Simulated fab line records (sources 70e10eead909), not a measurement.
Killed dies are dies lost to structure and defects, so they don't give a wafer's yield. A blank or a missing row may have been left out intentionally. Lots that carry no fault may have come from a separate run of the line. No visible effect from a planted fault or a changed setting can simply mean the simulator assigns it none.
Matching of chambers | flow nand harc | 4 sister chambers for NHARC_A_STAIRCASE_DESCUM_312 on rie diel-09
The step chemistry O2, time 3 s. 16 wafers are shown with their chamber, then 8 later ones without.

== WAFERS, EACH WITH ITS CHAMBER ==
wafer  | chamber | rf vpp V (V) | oes product au (a.u.) | showerhead plenum p Torr (Torr)
L078.2 | 0       | 56.7         | 0.988                 | 1.90
L078.3 | 3       | 58.3         | 0.996                 | 1.99
L078.5 | 1       | 58.4         | 1.015                 | 1.77
L076.1 | 3       | 59.1         | 1.004                 | 1.98
L076.2 | 2       | 57.8         | 0.999                 | 1.94
L076.3 | 0       | 58.1         | 1.002                 | 1.90
L080.1 | 2       | 58.0         | 1.006                 | 1.94
L080.2 | 0       | 57.5         | 0.999                 | 1.90
L080.5 | 3       | 57.3         | 1.001                 | 1.98
L086.2 | 1       | 59.7         | 1.011                 | 2.08
L086.4 | 0       | 58.4         | 0.997                 | 1.89
L086.5 | 3       | 58.5         | 1.012                 | 1.98
L089.1 | 3       | 57.8         | 1.007                 | 1.97
L089.3 | 0       | 57.1         | 1.000                 | 1.89
L089.4 | 1       | 59.7         | 1.005                 | 2.07
L090.4 | 2       | 58.7         | 0.995                 | 1.93

SIGNATURES (means of the wafers above)
reading                  | chamber 0 | chamber 1 | chamber 2 | chamber 3 | scatter within a chamber
rf vpp V                 | 57.560    | 59.267    | 58.167    | 58.200    | 0.671
oes product au           | 0.99720   | 1.01033   | 1.00000   | 1.00400   | 0.00561
showerhead plenum p Torr | 1.8960    | 1.9733    | 1.9367    | 1.9800    | 0.0721
Rule: for each reading, subtract the chamber's mean from the wafer's reading, divide by that reading's scatter and square the result; add these up over the readings and take the root, which gives the wafer's distance from the chamber. If the next closest chamber is less than 2 further off than the closest, the wafer can't be placed; otherwise it belongs to the closest. The scatter: take each reading less its chamber's mean, square it, sum over the shown wafers, divide by the number of wafers less the number of chambers, and take the root.

== WAFERS WITH NO CHAMBER GIVEN ==
wafer  | rf vpp V (V) | oes product au (a.u.) | showerhead plenum p Torr (Torr)
L090.5 | 58.2         | 0.982                 | 1.93
L090.6 | 58.0         | 0.996                 | 1.97
L095.1 | 56.7         | 0.999                 | 1.93
L095.4 | 58.1         | 1.015                 | 1.97
L095.5 | 58.7         | 1.000                 | 2.07
L093.1 | 58.4         | 1.003                 | 1.97
L093.5 | 58.2         | 1.003                 | 1.97
L093.6 | 59.0         | 0.997                 | 1.93

== WHICH CHAMBER EACH ONE RAN IN ==
wafer  | from the rows above               | in truth
L090.5 | can't be placed: 0 or 2 or 3      | 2
L090.6 | can't be placed: 2 or 0 or 3      | 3
L095.1 | can't be placed: 0 or 2 or 3      | 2
L095.4 | can't be placed: 1 or 3 or 2 or 0 | 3
L095.5 | can't be placed: 3 or 2 or 1 or 0 | 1
L093.1 | can't be placed: 3 or 2 or 1 or 0 | 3
L093.5 | can't be placed: 3 or 2 or 0 or 1 | 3
L093.6 | can't be placed: 2 or 3 or 0 or 1 | 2
Correct placement for 0 of the 8. Unplaceable from these rows: 8, with the true chamber sitting among the candidates in 8. Placed wrongly: 0.
